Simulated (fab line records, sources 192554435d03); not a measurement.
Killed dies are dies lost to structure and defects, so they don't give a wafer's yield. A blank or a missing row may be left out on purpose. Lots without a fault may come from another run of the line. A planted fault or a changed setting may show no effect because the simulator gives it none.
Which tool did it? | flow n5_finfet | 24 lots, 72 wafers sampled, at 5 steps of a route of 1938

WHAT THE GAUGES READ, wafer by wafer
N5_SD_EPI_P_OVL_MEAS_10.
lot  | measured    | on         | SD_P_BLK_OVL (nm)
L074 | day 3 06:52 | overlay-01 | -1.5 0.0 -0.8
L075 | day 3 15:10 | overlay-01 | 0.4 0.6 1.0
L076 | day 3 19:33 | overlay-02 | -1.2 -0.3 -1.1
L077 | day 3 23:28 | overlay-02 | 0.4 -0.3 0.4
L078 | day 4 04:36 | overlay-01 | -0.7 -1.2 -0.8
L079 | day 4 14:34 | overlay-02 | 0.6 0.9 0.2
L080 | day 4 18:23 | overlay-01 | -1.0 -1.0 -0.8
L081 | day 5 02:31 | overlay-02 | -0.2 -1.4 -2.3
L082 | day 5 09:35 | overlay-02 | -0.1 -1.3 0.2
L083 | day 5 17:06 | overlay-01 | -0.2 -0.8 -1.4
L084 | day 5 18:53 | overlay-02 | -0.8 -1.5 -0.8
L085 | day 6 01:41 | overlay-01 | 0.2 -0.8 -0.6
L086 | day 6 05:40 | overlay-02 | 0.5 0.6 0.4
L087 | day 6 11:09 | overlay-02 | -1.1 -0.5 -1.4
L088 | day 6 17:04 | overlay-01 | -1.7 -0.6 -1.2
L089 | day 6 22:08 | overlay-02 | -0.4 -1.0 -0.4
L090 | day 7 04:29 | overlay-02 | -1.2 0.5 0.4
L091 | day 7 16:47 | overlay-02 | -1.5 -0.3 0.4
L092 | day 7 18:00 | overlay-01 | -1.1 -1.7 -1.7
L093 | day 8 00:56 | overlay-02 | -1.4 0.2 0.1
L094 | day 8 05:53 | overlay-01 | -0.3 0.2 -0.6
L095 | day 8 13:05 | overlay-01 | -0.1 0.0 0.6
L096 | day 8 19:07 | overlay-02 | -0.6 -1.5 -0.9
L097 | day 8 23:29 | overlay-02 | -0.2 -0.4 0.6

N5_SD_EPI_P_EPI_MEAS_23.
lot  | measured    | on            | thk_nm (nm)
L074 | day 3 10:44 | film_metro-02 | 59.3 59.9 60.0
L075 | day 3 18:46 | film_metro-01 | 61.1 61.1 61.3
L076 | day 3 23:20 | film_metro-02 | 59.9 61.1 59.9
L077 | day 4 04:00 | film_metro-01 | 62.8 61.8 60.4
L078 | day 4 09:04 | film_metro-01 | 58.8 61.1 61.0
L079 | day 4 18:10 | film_metro-01 | 59.5 62.0 62.7
L080 | day 4 22:50 | film_metro-01 | 59.9 64.5 62.3
L081 | day 5 06:22 | film_metro-01 | 63.9 62.1 61.7
L082 | day 5 13:23 | film_metro-02 | 63.9 62.5 62.5
L083 | day 5 22:43 | film_metro-02 | 60.3 59.8 59.1
L084 | day 5 23:42 | film_metro-02 | 61.2 62.2 60.9
L085 | day 6 05:17 | film_metro-02 | 63.2 62.9 63.2
L086 | day 6 09:16 | film_metro-02 | 60.3 60.1 61.5
L087 | day 6 15:35 | film_metro-02 | 60.9 61.5 62.1
L088 | day 7 00:08 | film_metro-02 | 60.9 61.4 61.6
L089 | day 7 02:37 | film_metro-02 | 60.3 63.6 61.2
L090 | day 7 08:59 | film_metro-01 | 60.7 62.8 60.4
L091 | day 7 23:50 | film_metro-01 | 58.9 61.2 60.5
L092 | day 7 21:37 | film_metro-01 | 61.5 61.0 60.0
L093 | day 8 04:35 | film_metro-01 | 61.6 60.7 61.5
L094 | day 8 09:30 | film_metro-01 | 60.8 61.2 59.8
L095 | day 8 16:41 | film_metro-02 | 60.3 58.5 61.4
L096 | day 8 23:35 | film_metro-02 | 59.0 59.4 62.7
L097 | day 9 03:56 | film_metro-01 | 62.3 62.9 62.1

N5_ILD0_INSPECT_06: inspects for defects (darkfield).
lot  | measured    | on                | raw_defect_count
L074 | day 3 18:26 | defect_inspect-02 | 45 19 32
L075 | day 4 02:14 | defect_inspect-02 | 43 110 32
L076 | day 4 07:35 | defect_inspect-02 | 85 39 38
L077 | day 4 11:55 | defect_inspect-02 | 61 67 57
L078 | day 4 16:29 | defect_inspect-02 | 14 14 36
L079 | day 5 01:31 | defect_inspect-02 | 49 33 38
L080 | day 5 07:24 | defect_inspect-02 | 32 36 55
L081 | day 5 13:34 | defect_inspect-02 | 55 33 24
L082 | day 5 20:34 | defect_inspect-02 | 52 58 49
L083 | day 6 05:55 | defect_inspect-01 | 40 21 32
L084 | day 6 07:41 | defect_inspect-02 | 14 26 38
L085 | day 6 12:39 | defect_inspect-02 | 38 70 63
L086 | day 6 16:55 | defect_inspect-01 | 34 56 43
L087 | day 6 23:01 | defect_inspect-02 | 29 53 24
L088 | day 7 07:20 | defect_inspect-02 | 15 17 28
L089 | day 7 10:04 | defect_inspect-02 | 27 43 49
L090 | day 7 16:23 | defect_inspect-02 | 38 24 44
L091 | day 8 07:03 | defect_inspect-01 | 12 29 32
L092 | day 8 04:56 | defect_inspect-01 | 21 34 30
L093 | day 8 11:49 | defect_inspect-01 | 11 29 33
L094 | day 8 16:43 | defect_inspect-01 | 37 25 34
L095 | day 9 00:15 | defect_inspect-02 | 40 21 33
L096 | day 9 06:47 | defect_inspect-01 | 37 23 19
L097 | day 9 11:18 | defect_inspect-01 | 33 45 37

WHICH TOOL RAN EACH LOT (tool, then ch and the chambers of the sampled wafers, then the start)
lot  | N5_DUMMY_GATE_ETCH_42             | N5_SD_EPI_P_DESCUM_14
L074 | rie_diel-03 ch 0,1,3, day 3 00:56 | rie_diel-04 ch 0,1, day 3 07:10
L075 | rie_diel-04 ch 0,1,3, day 3 09:02 | rie_diel-04 ch 0,1,2, day 3 15:13
L076 | rie_diel-04 ch 1,3, day 3 13:50   | rie_diel-03 ch 1,2,3, day 3 19:48
L077 | rie_diel-04 ch 0,1,2, day 3 16:35 | rie_diel-01 ch 1,2, day 3 23:36
L078 | rie_diel-03 ch 0,2,3, day 3 22:51 | rie_diel-03 ch 1,2, day 4 04:40
L079 | rie_diel-01 ch 0,1,3, day 4 08:40 | rie_diel-01 ch 0,1,2, day 4 14:37
L080 | rie_diel-01 ch 0,2,3, day 4 11:56 | rie_diel-01 ch 0,1,3, day 4 18:26
L081 | rie_diel-04 ch 0,1,3, day 4 18:32 | rie_diel-04 ch 1,2,3, day 5 02:35
L082 | rie_diel-04 ch 0,1,2, day 5 01:59 | rie_diel-01 ch 0,1,2, day 5 09:50
L083 | rie_diel-03 ch 1,2,3, day 5 09:38 | rie_diel-03 ch 0,1, day 5 17:09
L084 | rie_diel-04 ch 0,1,3, day 5 13:19 | rie_diel-03 ch 1,2,3, day 5 19:19
L085 | rie_diel-03 ch 0,3, day 5 19:58   | rie_diel-04 ch 0,1, day 6 01:44
L086 | rie_diel-04 ch 0,1,3, day 6 00:02 | rie_diel-01 ch 1,2, day 6 05:43
L087 | rie_diel-04 ch 1,3, day 6 05:13   | rie_diel-03 ch 0,2, day 6 11:13
L088 | rie_diel-03 ch 1,2,3, day 6 10:56 | rie_diel-01 ch 1,2,3, day 6 17:08
L089 | rie_diel-04 ch 0,2, day 6 15:40   | rie_diel-03 ch 0,2, day 6 22:12
L090 | rie_diel-01 ch 0,1,3, day 6 22:17 | rie_diel-01 ch 0,2, day 7 04:36
L091 | rie_diel-01 ch 0,1,2, day 7 06:51 | rie_diel-04 ch 0,2, day 7 16:50
L092 | rie_diel-01 ch 2,3, day 7 12:25   | rie_diel-01 ch 1,2, day 7 18:04
L093 | rie_diel-04 ch 0,2,3, day 7 19:04 | rie_diel-04 ch 0,1,2, day 8 01:01
L094 | rie_diel-03 ch 0,1, day 7 23:51   | rie_diel-01 ch 0,1,3, day 8 05:57
L095 | rie_diel-03 ch 1,2, day 8 05:01   | rie_diel-01 ch 1,2,3, day 8 13:09
L096 | rie_diel-01 ch 0,2,3, day 8 12:19 | rie_diel-01 ch 1,2, day 8 19:11
L097 | rie_diel-04 ch 0,2,3, day 8 16:49 | rie_diel-04 ch 0,2,3, day 8 23:33
- N5_DUMMY_GATE_ETCH_42: etches SiO2 in CHF3/O2, target depth 3.5 nm, time 31 s.
- N5_SD_EPI_P_DESCUM_14: chemistry O2, time 7.9 s.

WHAT THE TOOLS THEMSELVES READ (means of the sampled wafers that have a number; where no wafer has one, the mark that the record gives instead)
N5_DUMMY_GATE_ETCH_42.
lot  | tool        | drypump_motor_current_A (A) | oes_product_au (a.u.) | rf_vpp_V (V) | showerhead_plenum_p_Torr (Torr) | throttle_valve_pct (%)
L074 | rie_diel-03 | 5.6                         | 0.86                  | 43.3         | 2.49                            | 18.84
L075 | rie_diel-04 | 5.5                         | 0.87                  | 42.6         | 2.40                            | 18.47
L076 | rie_diel-04 | 5.5                         | 0.90                  | 43.6         | 2.38                            | 18.40
L077 | rie_diel-04 | 5.8                         | 0.84                  | 43.3         | 2.36                            | 18.64
L078 | rie_diel-03 | 5.7                         | 0.83                  | 42.8         | 2.51                            | 19.03
L079 | rie_diel-01 | 5.8                         | 0.82                  | 42.2         | 2.37                            | 18.76
L080 | rie_diel-01 | 5.9                         | 0.81                  | 42.9         | 2.44                            | 18.75
L081 | rie_diel-04 | 5.4                         | 0.86                  | 42.4         | 2.40                            | 18.49
L082 | rie_diel-04 | 5.8                         | 0.82                  | 42.4         | 2.35                            | 18.65
L083 | rie_diel-03 | 5.6                         | 0.78                  | 42.3         | 2.47                            | 18.95
L084 | rie_diel-04 | 5.5                         | 0.84                  | 43.3         | 2.39                            | 18.48
L085 | rie_diel-03 | 5.8                         | 0.84                  | 44.2         | 2.51                            | 18.99
L086 | rie_diel-04 | 5.5                         | 0.85                  | 42.2         | 2.39                            | 18.50
L087 | rie_diel-04 | 5.2                         | 0.84                  | 42.8         | 2.39                            | 18.38
L088 | rie_diel-03 | 5.6                         | 0.77                  | 41.9         | 2.47                            | 18.97
L089 | rie_diel-04 | 5.8                         | 0.78                  | 42.0         | 2.37                            | 18.74
L090 | rie_diel-01 | 5.8                         | 0.79                  | 43.2         | 2.36                            | 18.80
L091 | rie_diel-01 | 6.0                         | 0.78                  | 43.8         | 2.43                            | 18.77
L092 | rie_diel-01 | 5.9                         | 0.76                  | 42.5         | 2.39                            | 18.92
L093 | rie_diel-04 | 5.6                         | 0.77                  | 42.0         | 2.37                            | 18.64
L094 | rie_diel-03 | 5.6                         | 0.86                  | 43.1         | 2.52                            | 18.91
L095 | rie_diel-03 | 5.5                         | 0.78                  | 43.3         | 2.50                            | 19.04
L096 | rie_diel-01 | 5.9                         | 0.78                  | 44.0         | 2.43                            | 18.79
L097 | rie_diel-04 | 5.6                         | 0.76                  | 41.6         | 2.37                            | 18.62

N5_SD_EPI_P_DESCUM_14.
lot  | tool        | drypump_motor_current_A (A) | oes_product_au (a.u.) | rf_vpp_V (V) | showerhead_plenum_p_Torr (Torr) | throttle_valve_pct (%)
L074 | rie_diel-04 | 5.7                         | 0.88                  | 243.6        | 2.13                            | 20.50
L075 | rie_diel-04 | 5.8                         | 0.83                  | 242.0        | 2.07                            | 20.45
L076 | rie_diel-03 | 5.6                         | 0.79                  | 244.6        | 2.13                            | 20.42
L077 | rie_diel-01 | 6.0                         | 0.75                  | 242.2        | 2.08                            | 20.60
L078 | rie_diel-03 | 5.4                         | 0.82                  | 244.4        | 2.13                            | 20.27
L079 | rie_diel-01 | 6.0                         | 0.80                  | 244.0        | 2.12                            | 20.47
L080 | rie_diel-01 | 5.8                         | 0.81                  | 241.9        | 2.06                            | 20.44
L081 | rie_diel-04 | 5.6                         | 0.83                  | 242.8        | 2.06                            | 20.23
L082 | rie_diel-01 | 6.0                         | 0.79                  | 243.4        | 2.12                            | 20.47
L083 | rie_diel-03 | 5.6                         | 0.88                  | 245.2        | 2.18                            | 20.40
L084 | rie_diel-03 | 5.6                         | 0.77                  | 242.8        | 2.12                            | 20.43
L085 | rie_diel-04 | 5.7                         | 0.88                  | 243.6        | 2.10                            | 20.44
L086 | rie_diel-01 | 6.0                         | 0.73                  | 242.3        | 2.08                            | 20.62
L087 | rie_diel-03 | 5.7                         | 0.86                  | 245.7        | 2.20                            | 20.59
L088 | rie_diel-01 | 6.0                         | 0.75                  | 242.5        | 2.07                            | 20.54
L089 | rie_diel-03 | 5.7                         | 0.85                  | 245.2        | 2.20                            | 20.59
L090 | rie_diel-01 | 5.9                         | 0.81                  | 244.0        | 2.17                            | 20.33
L091 | rie_diel-04 | 5.8                         | 0.78                  | 242.6        | 2.09                            | 20.57
L092 | rie_diel-01 | 6.1                         | 0.73                  | 243.0        | 2.07                            | 20.64
L093 | rie_diel-04 | 5.8                         | 0.80                  | 241.9        | 2.07                            | 20.49
L094 | rie_diel-01 | 5.8                         | 0.78                  | 242.2        | 2.05                            | 20.47
L095 | rie_diel-01 | 6.0                         | 0.74                  | 242.1        | 2.06                            | 20.56
L096 | rie_diel-01 | 6.1                         | 0.73                  | 242.7        | 2.07                            | 20.66
L097 | rie_diel-04 | 5.6                         | 0.75                  | 242.8        | 2.07                            | 20.35

THE ANSWER, worked out from the rows above alone
Rule: what is usual is taken from the lots themselves. Put in order of their means at a reading, lots are off if they are a third of the lots or fewer, leave a main group of 4 or more, and stand apart from it by a gap of 3 or more times the standard deviation of the main group's means; of several such gaps the widest counts. A main group whose means are all the same, to the digits that the tables above print for the reading, isn't used. A lot without any number at a reading at which 4 lots or more have one is off too. The other lots that the step has rows for count as sound. The gauges are gone through in route order, then the tools' own readings, and for those a lot's mean is taken as printed above. The first step at which some lot is off is used, and at that step the reading that is off furthest; a lot without a number counts as furthest.
No lot is off at any reading shown: from this, nothing can be told.

WHAT THE SIMULATOR HAD PUT IN
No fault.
